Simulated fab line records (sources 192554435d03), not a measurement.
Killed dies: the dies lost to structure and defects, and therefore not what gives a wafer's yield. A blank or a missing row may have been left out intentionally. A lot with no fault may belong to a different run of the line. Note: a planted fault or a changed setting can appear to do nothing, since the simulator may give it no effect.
The same fault as seen by 2 desks + flow n5 finfet + each desk holds nothing but its own numbers, with what lay behind them at the end

## DESK OF THE TOOL OWNER: rie si-05
The tool's own readings at N5_PMOS_HMC_CHANNEL_EPI_FIN_RECESS_16 (chemistry HBr/Cl2, target Si, target depth 54 nm, time 18 s): means of the sampled wafers that have a number, for each lot that ran on this tool. If a lot's mean is further than 4 standard deviations from the usual mean, the lot is out of limits and carries the mark OUT (the distance appears in the brackets).
Columns: A = drypump motor current A at N5_PMOS_HMC_CHANNEL_EPI_FIN_RECESS_16, usual 5.9 A; B = he backside leak sccm at N5_PMOS_HMC_CHANNEL_EPI_FIN_RECESS_16, usual 2.8 sccm; C = oes product au at N5_PMOS_HMC_CHANNEL_EPI_FIN_RECESS_16, usual 1.005 a.u.; D = rf fwd power W at N5_PMOS_HMC_CHANNEL_EPI_FIN_RECESS_16, usual 795.9 W; E = throttle valve pct at N5_PMOS_HMC_CHANNEL_EPI_FIN_RECESS_16, usual 35.3 %
| lot  | first seen here | A   | B   | C     | D     | E    |
|------|-----------------|-----|-----|-------|-------|------|
| L363 | day 2 00:09     | 5.4 | 2.9 | 0.979 | 796.6 | 35.3 |
| L366 | day 2 18:31     | 6.1 | 3.2 | 0.983 | 795.1 | 35.8 |
| L371 | day 3 23:47     | 5.7 | 2.6 | 0.999 | 794.5 | 35.1 |
| L376 | day 5 06:07     | 6.0 | 2.5 | 0.995 | 796.7 | 35.3 |
This desk found nothing out of limits on any of the 4 lots.

## AT THE METROLOGY DESK
Lot by lot, what the gauges showed, no matter which tool ran the lot: averages of those sampled wafers that carry a number. If a lot's mean is further than 4 standard deviations from the usual mean, the lot is out of limits and carries the mark OUT (the distance appears in the brackets). Of its 12 readings 7 are shown: those that lie furthest out on some lot.
Columns: A = HMC_CMP_THK at N5_PMOS_HMC_CHANNEL_EPI_THK_MEAS_22, usual 53.8 nm; B = CJ_P at N5_BEOL_M4_RC_MEAS_101, usual 5.79; C = IOFF_P at N5_BEOL_M4_RC_MEAS_101, usual 0.21 nA/um; D = ION_N at N5_BEOL_M4_RC_MEAS_101, usual 672 uA/um; E = ION_P at N5_BEOL_M4_RC_MEAS_101, usual 462 uA/um; F = SS_N at N5_BEOL_M4_RC_MEAS_101, usual 71.5 mV/dec; G = VT_N at N5_BEOL_M4_RC_MEAS_101, usual 250 mV
| lot  | first seen here | A    | B    | C    | D   | E   | F    | G   |
|------|-----------------|------|------|------|-----|-----|------|-----|
| L363 | day 2 03:00     | 53.0 | 6.01 | 0.20 | 675 | 455 | 72.9 | 251 |
| L366 | day 2 20:26     | 52.9 | 5.87 | 0.16 | 670 | 456 | 71.0 | 251 |
| L371 | day 4 01:36     | 55.3 | 5.49 | 0.22 | 684 | 468 | 71.0 | 248 |
| L376 | day 5 07:56     | 56.1 | 5.26 | 0.21 | 674 | 466 | 71.8 | 250 |
| L378 | day 5 19:47     | 54.0 | 5.82 | 0.27 | 694 | 479 | 72.0 | 245 |
| L380 | day 6 07:34     | 54.6 | 5.77 | 0.23 | 684 | 464 | 71.4 | 247 |
| L381 | day 6 13:23     | 54.6 | 5.69 | 0.24 | 683 | 467 | 71.5 | 249 |
| L384 | day 7 08:24     | 54.0 | 5.64 | 0.22 | 682 | 467 | 71.5 | 249 |
| L385 | day 7 13:38     | 54.4 | 5.68 | 0.20 | 670 | 468 | 71.6 | 254 |
This desk found nothing out of limits on any of the 9 lots.

## PUT TOGETHER
The tool owner's desk saw nothing out of limits.
From the metrology desk's view, nothing was out of limits.

## WHAT THE SIMULATOR HAD INSERTED
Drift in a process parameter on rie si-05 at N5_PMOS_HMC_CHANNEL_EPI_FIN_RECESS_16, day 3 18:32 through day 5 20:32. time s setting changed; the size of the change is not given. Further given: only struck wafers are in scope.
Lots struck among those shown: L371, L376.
